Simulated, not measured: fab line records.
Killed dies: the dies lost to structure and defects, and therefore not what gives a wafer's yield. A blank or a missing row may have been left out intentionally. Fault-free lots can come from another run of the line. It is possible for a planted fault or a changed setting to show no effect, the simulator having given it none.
Matching of chambers -- flow nandHarc -- 3 sister chambers for NHARC_A_M0_DEP_32 on pecvd-04
The step deposits SiCN, target thk 30 nm. 14 wafers are shown with their chamber, then 7 later ones without.

== WAFERS PAIRED WITH THEIR CHAMBERS ==
wafer,chamber,heaterPowerW (W)
L074.1,1,754
L074.4,0,557
L074.5,1,738
L081.1,1,708
L081.4,1,708
L081.6,2,506
L082.2,1,716
L082.3,0,504
L082.6,2,531
L085.1,0,566
L085.3,2,520
L085.6,1,723
L089.1,1,731
L089.4,1,718

SIGNATURES (averages over the wafers above)
reading,chamber 0,chamber 1,chamber 2,scatter within a chamber
heaterPowerW,542.33,724.50,519.00,19.8
Rule: a wafer lies at a distance from a chamber equal to the root of the sum of squares, over the readings, of (its reading less the chamber's mean, divided by the reading's scatter). The wafer belongs to the nearest chamber; if the next one is less than 2 further off, it can't be placed. The scatter is the square root of a quotient: the sum, over the shown wafers, of each reading's squared deviation from its chamber's mean, divided by wafers minus chambers.

== WAFERS MISSING THEIR CHAMBER ==
wafer,heaterPowerW (W)
L089.5,476
L091.2,536
L091.4,778
L091.6,539
L093.2,546
L093.3,496
L093.4,496

== WHICH CHAMBER EACH ONE RAN IN ==
wafer,from the rows above,in truth
L089.5,can't be placed: 2 or 0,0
L091.2,can't be placed: 0 or 2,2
L091.4,1,1
L091.6,can't be placed: 0 or 2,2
L093.2,can't be placed: 0 or 2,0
L093.3,can't be placed: 2 or 0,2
L093.4,can't be placed: 2 or 0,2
Correct placement for 1 of the 7. Can't be placed from these rows: 6 (the true chamber is among the candidates in 6). Number placed wrongly: 0.
